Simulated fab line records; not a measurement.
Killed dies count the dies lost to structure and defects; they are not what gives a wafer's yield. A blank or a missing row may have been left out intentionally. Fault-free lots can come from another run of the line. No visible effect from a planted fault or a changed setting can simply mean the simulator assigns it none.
A struck lot beside a sound one    flow n5_finfet    28 steps out of a route of 1938
Sound: these wafers, L558.1, L558.3, L558.6. The struck wafers were L571.1, L571.2, L571.6. The cause is given at the end.
For every step that has rows: the tool of each side, followed by ch and its chambers, followed by its first start. Under that, the readings that differ: sound wafers    struck wafers    difference of the means    sigmas: that difference in standard deviations of wafers without a fault.
alike: readings whose means differ by less than 2 such deviations, and words and numbers that are the same on both sides. not compared: withheld readings, readings that some wafer has no value for, bounds like >300 that may hide the same value, and numbers for which the record gives no deviation and whose values overlap.
Wherever a step has rows on one side only, a row that says differs or no value, or a row with sigmas, the two part there. When numbers do not overlap yet have no deviation, they are printed without sigmas and do not part them. Lack of a reading on every wafer of one side parts them only where that side has two or more wafers.

first, 1 step without rows for these wafers: N5_GATE_CUT_ETCHBACK_30 (etches TiN in Cl2/Ar, target depth 3 nm).
N5_GATE_CUT_VAPOR_ETCH_60: etches HfO2 in BCl3/Cl2.
  sound on rie_metal-03 ch 0,1, day 4 06:39; struck on rie_metal-01 ch 0,1, day 7 20:31
  alike: drypump_motor_current_A, oes_product_au
then, 4 steps without rows for these wafers: N5_GATE_CUT_ETCH_58 (etches SiNx in CH3F/O2, target depth 17 nm, time 128.6 s); N5_GATE_CUT_STRIP_59 (strips in N2/H2, time 20 s); N5_GATE_CUT_PRECLEAN_31 (cleans in DIW, time 300 s); N5_GATE_CUT_SRD_32 (time 30 s).
N5_GATE_CUT_SAC_CAP_01: material SiNx, target thk 24 nm, pulse time 1 s, ald cycles 480.
  sound on ald_sin-04 ch 0,1,3, day 4 07:01; struck on ald_sin-03 ch 0,2,3, day 7 21:06
  alike: chamber_pressure_Torr, heater_power_w, precursor_pulse_height_rel
N5_GATE_CUT_PECVD_57: deposits SiNx from SiH4/NH3/N2, target thk 21 nm.
  sound on pecvd-04 ch 1,2, day 4 09:13; struck on pecvd-04 ch 0,1, day 7 23:17
  alike: chamber_pressure_Torr, heater_power_w, showerhead_plenum_p_Torr, throttle_valve_pct
then, 3 steps without rows for these wafers: N5_GATE_CUT_CMP_02 (polishes, stops on SiO2, t overpolish 12.7 s, target thk 0 nm); N5_GATE_CUT_HM_DEP_46 (deposits SiO2 from TEOS/O2, target thk 130 nm, time 26.6 s); N5_GATE_CUT_COAT_34 (time 60 s, resist thk 60 nm).
N5_GATE_CUT_COAT_35: time 60 s, resist thk 10 nm.
  sound on litho_track-02 ch 0, day 4 09:41; struck on litho_track-03 ch 0, day 8 02:11
reading                                      sound                 struck                difference  sigmas
spin_speed_rpm (rpm)                         1500.0 1499.8 1500.6  1350.8 1350.5 1351.1  -149.3      -99 or more
model.SiARC_of_GATE_CUT_COAT_35.thk_nm (nm)  10 10 10              10.6 10.6 10.6        +0.6        
  alike: exhaust_pa
then, 7 steps without rows for these wafers: N5_GATE_CUT_COAT_27 (time 60 s, resist thk 10 nm); N5_GATE_CUT_COAT_07 (resist thk 30 nm); N5_GATE_CUT_EBR_09; N5_GATE_CUT_SOFTBAKE_08 (time 60 s); N5_GATE_CUT_EXPOSE_10 (exposes mask GATE CUT, target cd 20 nm); N5_GATE_CUT_PEB_11 (peb time 60 s); N5_GATE_CUT_DEVELOP_12 (develop time 30 s).
N5_GATE_CUT_CD_MEAS_13: target cd 20 nm.
  sound on cd_sem-01 ch 0, day 4 09:58; struck on cd_sem-03 ch 0, day 8 02:46
  alike: cd_nm
N5_GATE_CUT_OVL_MEAS_14:
  sound on overlay-02 ch 0, day 4 09:59; struck on overlay-01 ch 0, day 8 02:56
reading            sound           struck       difference  sigmas
GATE_CUT_OVL (nm)  -1.5 -1.3 -0.7  1.2 0.3 0.4  +1.8        +2
N5_GATE_CUT_INSPECT_15: inspects for defects (brightfield).
  sound: defect_inspect-02 at day 4 10:03; struck: defect_inspect-01 at day 8 03:00
  alike: raw_defect_count
N5_GATE_CUT_DESCUM_18: chemistry O2, time 7 s.
  sound on rie_diel-02 ch 0,1,3, day 4 10:05; struck on rie_diel-03 ch 1,2, day 8 03:54
  alike: bias_power_w, drypump_motor_current_A, oes_product_au, rf_vpp_V, showerhead_plenum_p_Torr, throttle_valve_pct
  not compared: rf_hours_counter_h
N5_GATE_CUT_ETCH_28: etches underlayer in N2/H2, target depth 13 nm, time 10.4 s.
  sound on rie_diel-02 ch 0,1,3, day 4 10:07; struck on rie_diel-03 ch 1,2, day 8 03:56
  alike: drypump_motor_current_A, etch_rf_on_time_s, oes_product_au, rf_vpp_V, showerhead_plenum_p_Torr, throttle_valve_pct
  not compared: rf_hours_counter_h
N5_GATE_CUT_ETCH_36: etches SiARC in CF4, target depth 13 nm, time 21.7 s.
  sound on rie_diel-02 ch 0,1,3, day 4 10:08; struck on rie_diel-03 ch 1,2, day 8 03:57
reading                                        sound              struck             difference  sigmas
model.etch.depth_nm (nm)                       10.03 10.03 10.04  10.59 10.57 10.57  +0.54       
model.CAR-EUV_of_GATE_CUT_COAT_07.thk_nm (nm)  7 6.8 6.8          6.4 6.6 6.6        -0.3        
  alike: drypump_motor_current_A, etch_rf_on_time_s, oes_product_au, rf_vpp_V, showerhead_plenum_p_Torr, throttle_valve_pct
  not compared: rf_hours_counter_h
N5_GATE_CUT_ETCH_37: etches SOC in N2/H2, target depth 60 nm, overetch 12 nm, time 90 s.
  sound on rie_diel-02 ch 0,1,3, day 4 10:10; struck on rie_diel-03 ch 1,2, day 8 03:59
reading                                      sound    struck       difference  sigmas
model.SiARC_of_GATE_CUT_COAT_35.thk_nm (nm)  6.2 6 6  6.6 6.8 6.8  +0.7        
  alike: drypump_motor_current_A, oes_product_au, rf_vpp_V, showerhead_plenum_p_Torr, throttle_valve_pct
  not compared: rf_hours_counter_h
then, 1 step without rows for these wafers: N5_GATE_CUT_STRIP_38 (strips in N2/H2).
-- record jumps: 8 days separate the struck wafers' starts on either side; left off in module GATE_CUT, taken up again in module PASSIVATION, whose first shown step is the route's number 1936 --
N5_PASSIVATION_PROBE_49:
  rows exist in the record for the struck wafers here (prober-02, day 16 11:35), but not for the sound ones

== WHERE THEY PART ==
Earliest at N5_GATE_CUT_COAT_35; latest, in this record, at N5_PASSIVATION_PROBE_49.

WHY: whatever the simulator had introduced
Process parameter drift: litho_track-03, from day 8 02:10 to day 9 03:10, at N5_GATE_CUT_COAT_35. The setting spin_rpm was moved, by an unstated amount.
